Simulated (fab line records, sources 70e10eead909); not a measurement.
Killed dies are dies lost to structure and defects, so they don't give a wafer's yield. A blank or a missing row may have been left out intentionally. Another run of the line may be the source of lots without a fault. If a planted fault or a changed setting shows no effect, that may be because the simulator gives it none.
fab line records	flow nand-harc
[record] lots = 13	wafers = 39	last-day = 24
route steps=1159 shown A_STAIRCASE@699 END@1159
lots untouched by any fault: they come from a run of this same line in which no faults occurred
start-h: hours from the record's opening day to when the first of the lot's shown wafers began	wait-h: time in hours since the lot's previous step	" repeats the value in the row above	L1.1+2: a single row standing in for several wafers	- no value, or no start given	* or withheld: withheld	< > ~ a bound
route shown NAME@n: NAME is a module with steps in the file, n the number in the route of the first one	usual: average and standard deviation across the fault-free wafers	same: alike in all rows	chamber/n: place in a boat	sites: readings site by site	_std_site: their standard deviation	_edge_site: the outer-site mean with the inner-site mean subtracted	radius-mm: for every site, how far away it sits from the centre of the wafer	mask NAME#n: copy n	behind: the most recent tool/chamber to have shaped the wafer	hold: what put the lot on hold/how long, in hours/how the hold closed	device: the n, p or np transistor that did not switch	end of line: tests run on the same wafers once the route is complete	where a step has no rows: the recipe by itself	killed: not the wafer's yield, but the dies lost to structure and defects at the first sort	map: a wafer's dies, x killed, . not, _ none there
set.NAME: the run value of the setting; set.NAME@STEP: its run value at that earlier step	model.NAME: the simulator's own value behind a step, which no gauge read
steps of the route over a sample of lots; a table a step, a row a wafer
services: a tool's chamber out of use, with start hour (start-h, from the record's first day; less than 0 if before it), hours out, and reason
[[steps]]
[step NHARC_A_STAIRCASE_ETCHBACK_416]
[recipe] target-depth-a = 360	time-s = 7.2	c4f8-flow-sccm = withheld	o2-flow-sccm = 8	ar-flow-sccm = withheld	rf-w = 600	bias-w = 800	chemistry = C4F8/O2/Ar
[usual] oes-product-au = 0.95/0.032	rf-vpp-V = 724/5.2
lot.wafer	tool	chamber	start-h	wait-h	oes-product-au	rf-hours-counter-h	rf-vpp-V
L597.3	rie-diel-05	0	-	-	0.92	30	716
L597.6	"	1	"	"	0.92	-	722
L597.5	"	2	"	"	0.92	-	723
L599.2	rie-diel-01	1	-	-	0.93	53	728
L599.6	"	0	"	"	0.92	-	719
L599.5	"	1	"	"	0.93	-	725
L601.2	rie-diel-01	2	-	-	1.00	60	717
L601.3	"	0	"	"	1.00	52	718
L601.6	"	1	"	"	0.99	-	726
L602.1	rie-diel-10	3	293.09	4.0	0.92	38	726
L602.4	"	0	"	"	0.93	37	717
L602.6	"	2	"	"	0.94	-	727
L603.4	rie-diel-05	0	-	-	0.92	53	714
L603.2	"	2	"	"	0.93	48	725
L603.5	"	0	"	"	0.92	-	715
L605.2	rie-diel-05	3	-	-	0.95	43	720
L605.3	"	1	"	"	0.92	52	722
L605.4	"	2	"	"	0.94	51	724
L606.2	rie-diel-10	3	-	-	0.92	50	726
L606.1	"	0	"	"	0.92	50	718
L606.5	"	3	"	"	0.92	-	726
L608.1	rie-diel-01	0	-	-	1.00	8	719
L608.3	"	2	"	"	0.99	7	717
L608.6	"	0	"	"	1.00	-	719
L611.1	rie-diel-10	3	-	-	0.92	58	727
L611.2	"	1	"	"	0.92	57	730
L611.4	"	2	"	"	0.93	57	729
L612.2	rie-diel-01	3	-	-	0.94	20	729
L612.4	"	0	"	"	0.94	19	718
L612.5	"	2	"	"	0.92	-	720
L617.2	rie-diel-05	1	-	-	0.92	12	722
L617.4	"	2	"	"	0.94	15	723
L617.6	"	2	"	"	0.93	-	722
L618.2	rie-diel-05	3	-	-	0.93	15	721
L618.6	"	3	"	"	0.93	-	719
L618.5	"	0	"	"	0.92	-	731
L620.1	rie-diel-01	0	-	-	1.01	30	720
L620.2	"	1	"	"	1.00	29	727
L620.5	"	0	"	"	0.99	-	717
[step NHARC_A_STAIRCASE_ALD_420]
[recipe] target-thk-a = 200	pulse-time-s = 6	ald-cycles = 200	temp-c = 300	material = SiO2
[usual] heater-power-w = 444/48	precursor-pulse-height-rel = 1.002/0.022
lot.wafer	tool	chamber	start-h	wait-h	heater-power-w	precursor-pulse-height-rel
L597.3	ald-hk-02	0	258.22	-	412	0.954
L597.6	"	3	"	"	467	1.009
L597.5	"	0	"	"	407	1.019
L599.2	ald-hk-03	0	279.53	-	319	1.008
L599.6	"	2	"	"	502	1.033
L599.5	"	3	"	"	464	1.049
L601.2	ald-hk-02	2	294.78	-	401	1.040
L601.3	"	3	"	"	486	0.981
L601.6	"	2	"	"	400	1.030
L602.1	ald-hk-02	0	299.38	-	415	0.984
L602.4	"	2	"	"	407	0.999
L602.6	"	0	"	"	412	1.001
L603.4	ald-hk-02	0	316.15	-	379	0.962
L603.2	"	2	"	"	410	0.987
L603.5	"	3	"	"	475	0.989
L605.3	ald-hk-02	1	325.12	-	457	0.980
L605.2	"	3	"	"	482	1.021
L605.4	"	0	"	"	379	1.007
L606.2	ald-hk-02	3	326.06	-	474	0.995
L606.1	"	1	"	"	464	1.047
L606.5	"	3	"	"	470	1.021
L608.3	ald-hk-02	2	344.20	-	410	0.982
L608.1	"	3	"	"	466	0.947
L608.6	"	0	"	"	382	1.003
L611.1	ald-hk-02	2	347.68	-	418	1.011
L611.2	"	3	"	"	473	0.993
L611.4	"	0	"	"	373	0.995
L612.2	ald-hk-03	0	366.00	-	314	0.975
L612.4	"	2	"	"	488	1.010
L612.5	"	3	"	"	462	1.023
L617.4	ald-hk-02	1	390.45	-	462	1.041
L617.2	"	3	"	"	466	0.990
L617.6	"	1	"	"	469	0.997
L618.2	ald-hk-02	2	391.38	-	426	1.002
L618.6	"	2	"	"	425	0.970
L618.5	"	3	"	"	457	0.992
L620.2	ald-hk-01	1	395.80	-	480	0.993
L620.1	"	2	"	"	567	1.005
L620.5	"	0	"	"	477	0.989
[step NHARC_A_STAIRCASE_CMP_152]
[usual] edge-zone-pressure-frac = 1.000/0.0046	motor-current-A = 12.6/1.1
lot.wafer	tool	chamber	start-h	wait-h	edge-zone-pressure-frac	motor-current-A
L597.3	cmp-02	0	294.86	0.1	1.004	12.0
L597.5	"	2	"	"	0.992	11.5
L597.6	"	3	"	"	1.004	13.1
L599.2	cmp-03	2	313.62	0.1	0.992	13.1
L599.6	"	0	"	"	0.992	11.5
L599.5	"	1	"	"	1.015	13.9
L601.3	cmp-04	2	331.28	0.1	1.009	11.8
L601.2	"	0	"	"	0.996	11.5
L601.6	"	3	"	"	1.004	13.6
L602.1	cmp-03	1	335.31	0.1	1.005	14.7
L602.4	"	3	"	"	1.003	12.6
L602.6	"	0	"	"	0.997	12.0
L603.2	cmp-02	0	357.55	0.1	1.008	12.3
L603.4	"	2	"	"	0.998	11.5
L603.5	"	0	"	"	1.001	12.4
L606.1	cmp-04	1	357.68	0.1	1.004	11.9
L606.2	"	2	"	"	0.995	12.1
L606.5	"	1	"	"	1.000	12.2
L605.4	cmp-03	1	360.71	0.1	1.000	14.6
L605.2	"	2	"	"	0.996	12.3
L605.3	"	3	"	"	0.998	12.3
L608.1	cmp-04	0	379.50	0.1	0.998	11.0
L608.3	"	1	"	"	0.992	12.0
L608.6	"	3	"	"	1.000	13.6
L611.4	cmp-02	0	380.28	0.1	1.004	11.8
L611.2	"	2	"	"	0.997	11.8
L611.1	"	3	"	"	1.012	12.6
L612.2	cmp-03	1	403.48	0.1	0.996	14.3
L612.4	"	2	"	"	1.002	12.9
L612.5	"	2	"	"	0.999	12.5
L617.4	cmp-03	3	435.12	0.1	-	-
L617.2	"	1	"	"	-	-
L617.6	"	0	"	"	-	-
L620.2	cmp-04	1	435.24	0.1	-	-
L620.1	"	3	"	"	-	-
L620.5	"	1	"	"	-	-
L618.2	cmp-03	0	435.41	0.1	-	-
L618.6	"	0	"	"	-	-
L618.5	"	1	"	"	-	-
[step NHARC_A_STAIRCASE_ETCHBACK_422]
[recipe] target-depth-a = 400	over-etch-frac = 0.3	time-s = 74.286	ion-energy-ev = 120	ch3f-flow-sccm = 50	o2-flow-sccm = 30	ar-flow-sccm = 200	rf-w = 500	bias-w = 100	chemistry = CH3F/O2
[usual] drypump-motor-current-A = 5.6/0.43	oes-product-au = 0.97/0.037	rf-vpp-V = 244.7/1.9	showerhead-plenum-p-Torr = 2.48/0.12	throttle-valve-pct = 20.664/0.0091
lot.wafer	tool	chamber	start-h	wait-h	drypump-motor-current-A	oes-product-au	rf-hours-counter-h	rf-vpp-V	showerhead-plenum-p-Torr	throttle-valve-pct
L597.3	rie-diel-05	1	295.31	0.1	6.0	1.00	44	244.2	2.44	20.665
L597.5	"	0	"	"	6.1	1.01	-	242.9	2.27	20.669
L597.6	"	1	"	"	6.0	1.00	-	243.6	2.44	20.659
L599.2	rie-diel-05	2	314.10	0.2	5.3	0.93	48	244.3	2.47	20.667
L599.6	"	3	"	"	5.0	0.94	-	242.9	2.40	20.669
L599.5	"	0	"	"	6.1	0.93	-	241.2	2.27	20.677
L601.3	rie-diel-05	0	331.77	0.2	6.1	0.92	61	243.1	2.27	20.663
L601.2	"	1	"	"	6.0	0.93	58	243.4	2.43	20.652
L601.6	"	0	"	"	6.1	0.92	-	240.7	2.27	20.665
L602.1	rie-diel-10	2	335.80	0.2	6.1	0.93	54	246.0	2.58	20.669
L602.4	"	0	"	"	5.2	0.92	55	242.7	2.32	20.680
L602.6	"	2	"	"	6.1	0.94	-	246.7	2.58	20.674
L603.4	rie-diel-01	2	358.20	0.3	5.4	1.00	16	241.6	2.32	20.667
L603.2	"	3	"	"	5.1	1.00	18	247.9	2.65	20.652
L603.5	"	1	"	"	6.0	1.00	-	245.4	2.55	20.661
L606.1	rie-diel-01	3	358.30	0.3	5.1	1.00	18	247.3	2.65	20.667
L606.2	"	1	"	"	6.0	1.00	15	244.6	2.55	20.658
L606.5	"	3	"	"	5.0	1.00	-	245.8	2.65	20.652
L605.4	rie-diel-05	0	361.15	0.1	6.1	1.00	6	248.7	2.66	20.671
L605.2	"	1	"	"	6.0	1.01	6	244.5	2.43	20.667
L605.3	"	3	"	"	5.0	1.01	7	243.3	2.40	20.664
L608.1	rie-diel-05	3	379.96	0.1	5.0	1.01	14	244.2	2.39	20.670
L608.3	"	0	"	"	6.1	1.01	12	247.5	2.66	20.672
L608.6	"	1	"	"	6.0	1.01	-	246.1	2.43	20.665
L611.1	rie-diel-05	0	380.74	0.1	6.1	1.00	12	247.1	2.66	20.669
L611.4	"	2	"	"	5.3	1.02	14	242.9	2.46	20.664
L611.2	"	3	"	"	5.0	1.00	14	242.9	2.39	20.661
L612.2	rie-diel-05	2	403.98	0.2	5.3	0.93	19	244.6	2.46	20.663
L612.4	"	0	"	"	6.0	0.93	18	245.6	2.65	20.663
L612.5	"	1	"	"	6.0	0.92	-	242.5	2.43	20.641
L617.2	rie-diel-01	1	435.59	0.1	6.0	1.00	47	245.8	2.53	20.665
L617.4	"	2	"	"	5.4	1.00	36	242.3	2.31	20.689
L617.6	"	2	"	"	5.4	1.00	-	242.1	2.31	20.664
L620.2	rie-diel-05	0	435.72	0.2	6.1	0.92	30	245.5	2.65	20.661
L620.1	"	1	"	"	6.0	0.92	30	242.5	2.42	20.667
L620.5	"	0	"	"	6.1	0.93	-	247.0	2.65	20.669
L618.2	rie-diel-05	0	435.91	0.2	6.1	1.00	30	246.9	2.65	20.670
L618.6	"	1	"	"	6.0	1.00	-	244.1	2.42	20.673
L618.5	"	3	"	"	5.0	1.00	-	243.6	2.39	20.670
[step NHARC_END_SORT_01]
[recipe] temp-c = 25
[usual] killed-at-array = 28/8.9	killed-at-other = 0.8/1.2	killed-at-periphery = 3.3/2.3	killed-dies = 32/9.4	killed-open = 3.2/1.8	killed-short = 1.9/1.4
[same] gross-dies = 677
lot.wafer	tool	chamber	start-h	wait-h	killed-at-array	killed-at-other	killed-at-periphery	killed-dies	killed-open	killed-short
L618.2	prober-02	0	565.58	2.8	669	0	8	677	2	1
L618.5	prober-02	0	567.96	3.7	671	0	6	677	7	4
L618.6	prober-02	0	568.76	4.0	673	0	4	677	1	1
L620.1	prober-01	0	567.48	2.5	674	0	3	677	5	0
L620.2	prober-01	0	568.28	2.8	675	0	2	677	4	1
L620.5	prober-01	0	570.66	3.7	675	0	2	677	1	5
L617.2	prober-02	0	581.56	2.8	675	0	2	677	1	3
L617.4	prober-02	0	583.17	3.4	675	0	2	677	6	2
L617.6	prober-02	0	584.77	4.0	675	0	2	677	2	0
// killed by level:class
L618.2 A_STAIRCASE:area-cmp=633 A_CHANNEL_HOLE_D1:chamber-film-flake=20 A_STAIRCASE:chamber-film-flake=9 P_ZERO_WELL:chamber-film-flake=4 A_CONTACT:chamber-film-flake=4 A_CONTACT:geometric-particle:open=2 P_GATE:chamber-film-flake=2 P_ZERO_WELL:geometric-particle:short=1
L620.1 A_STAIRCASE:area-cmp=648 A_SLIT:chamber-film-flake=14 A_CHANNEL_HOLE_D1:chamber-film-flake=6 A_CONTACT:geometric-particle:open=2 P_GATE:geometric-particle:open=1 A_ONON_D1:geometric-particle:open=1 A_CHANNEL_FILL_D1:geometric-particle:open=1 P_GATE:chamber-film-flake=1
L618.5 A_STAIRCASE:area-cmp=634 A_CHANNEL_HOLE_D1:chamber-film-flake=19 A_STAIRCASE:chamber-film-flake=8 P_CONTACT:geometric-particle:open=2 A_WL_FILL:geometric-particle:short=2 A_CONTACT:geometric-particle:open=2 P_ZERO_WELL:chamber-film-flake=2 P_STI:geometric-particle:open=1
L620.2 A_STAIRCASE:area-cmp=645 A_SLIT:chamber-film-flake=18 A_CHANNEL_HOLE_D1:chamber-film-flake=3 A_CONTACT:geometric-particle:open=2 A_CHANNEL_FILL_D1:chamber-film-flake=2 A_WL_FILL:geometric-particle:open=1 A_BLC:geometric-particle:short=1 A_M0:geometric-particle:open=1
L618.6 A_STAIRCASE:area-cmp=637 A_CHANNEL_HOLE_D1:chamber-film-flake=24 A_CONTACT:chamber-film-flake=5 A_STAIRCASE:chamber-film-flake=3 P_ZERO_WELL:chamber-film-flake=2 A_WL_FILL:chamber-film-flake=2 P_CONTACT:geometric-particle:open=1 A_WL_FILL:geometric-particle:short=1
L620.5 A_STAIRCASE:area-cmp=646 A_SLIT:chamber-film-flake=16 A_CHANNEL_HOLE_D1:chamber-film-flake=4 A_CONTACT:chamber-film-flake=3 P_STI:geometric-particle:short=1 A_ONON_D1:geometric-particle:short=1 A_ONON_D1:geometric-particle:open=1 A_CHANNEL_FILL_D1:geometric-particle:short=1
L617.2 A_STAIRCASE:area-cmp=640 A_SLIT:chamber-film-flake=18 A_CHANNEL_HOLE_D1:chamber-film-flake=7 A_CONTACT:chamber-film-flake=5 A_BLC:chamber-film-flake=2 P_CONTACT:geometric-particle:short=1 A_SGD_CUT:geometric-particle:short=1 A_M0:geometric-particle:open=1
L617.4 A_STAIRCASE:area-cmp=632 A_SLIT:chamber-film-flake=16 A_CONTACT:chamber-film-flake=9 A_BLC:chamber-film-flake=5 A_CHANNEL_HOLE_D1:chamber-film-flake=4 A_ONON_D1:geometric-particle:short=2 A_CONTACT:geometric-particle:open=2 A_BLC:geometric-particle:open=2
L617.6 A_STAIRCASE:area-cmp=641 A_SLIT:chamber-film-flake=15 A_CHANNEL_HOLE_D1:chamber-film-flake=6 A_CONTACT:chamber-film-flake=5 A_BLC:chamber-film-flake=5 A_ONON_D1:geometric-particle:open=2 P_STI:chamber-film-flake=1 P_GATE:chamber-film-flake=1
[[services]]
tool	chamber	start-h	hours	kind
rie-diel-05	3	238.27	3.0	repair
ald-hk-01	-	239.36	1.4	repair
cmp-03	-	254.09	4.0	pm
cmp-04	-	282.33	2.3	repair
cmp-04	-	301.16	4.0	pm
ald-hk-02	-	302.03	10.0	pm
cmp-04	-	309.15	1.1	repair
cmp-02	-	311.00	0.5	repair
rie-diel-01	-	315.10	9.0	pm
cmp-03	-	316.62	0.7	repair
cmp-02	-	324.50	4.0	pm
rie-diel-05	-	340.75	9.0	pm
cmp-03	-	352.09	4.0	pm
rie-diel-10	-	353.50	9.0	pm
cmp-03	-	356.86	2.2	repair
cmp-03	-	365.61	2.2	repair
rie-diel-01	2	370.60	14.2	repair
cmp-02	-	388.52	1.0	repair
cmp-04	-	399.25	4.0	pm
cmp-03	-	408.06	3.0	repair
cmp-02	-	422.50	4.0	pm
rie-diel-10	2	423.51	3.3	repair
cmp-04	-	430.30	1.9	repair
cmp-04	-	435.33	8.0	repair
[[key]]
[first-sign] step = NHARC_A_STAIRCASE_CMP_152	reading = tool-record	direction = missing
[effect] step = NHARC_END_SORT_01	reading = killed-at-array	direction = up	sigmas = 72	usual = 28	struck = 674
[more-kills-born-at] NHARC_A_STAIRCASE_CMP_152@cmp-03 = 3817	NHARC_A_STAIRCASE_CMP_152@cmp-04 = 1939
met-at NHARC_A_STAIRCASE_CMP_152
struck-lots L617,L618,L620
later-rows-left-out L617.2,L617.4,L617.6,L618.2,L618.5,L618.6,L620.1,L620.2,L620.5
tester-left-out L617,L618,L620
not-acting-at NHARC_A_STAIRCASE_ETCHBACK_416,NHARC_A_STAIRCASE_ALD_420,NHARC_A_STAIRCASE_ETCHBACK_422
onset-between 403.48 435.12
[fault] kind = skipped-step-whole	tool = cmp-03,cmp-04	chamber = -	onset-h = 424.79	steps = NHARC_A_STAIRCASE_CMP_152	scope = struck-lots-only
// tester-left-out: of these lots the tester's yield and bins aren't shown, on N5 and GAA mostly nor the transistor test; their killed dies are dies lost to structure and defects alone, not to doping, threshold or leakage, so they don't give the yield
// later-rows-left-out: the simulator's readings of these wafers behind a module that went badly wrong aren't trusted and aren't shown, but for the sort
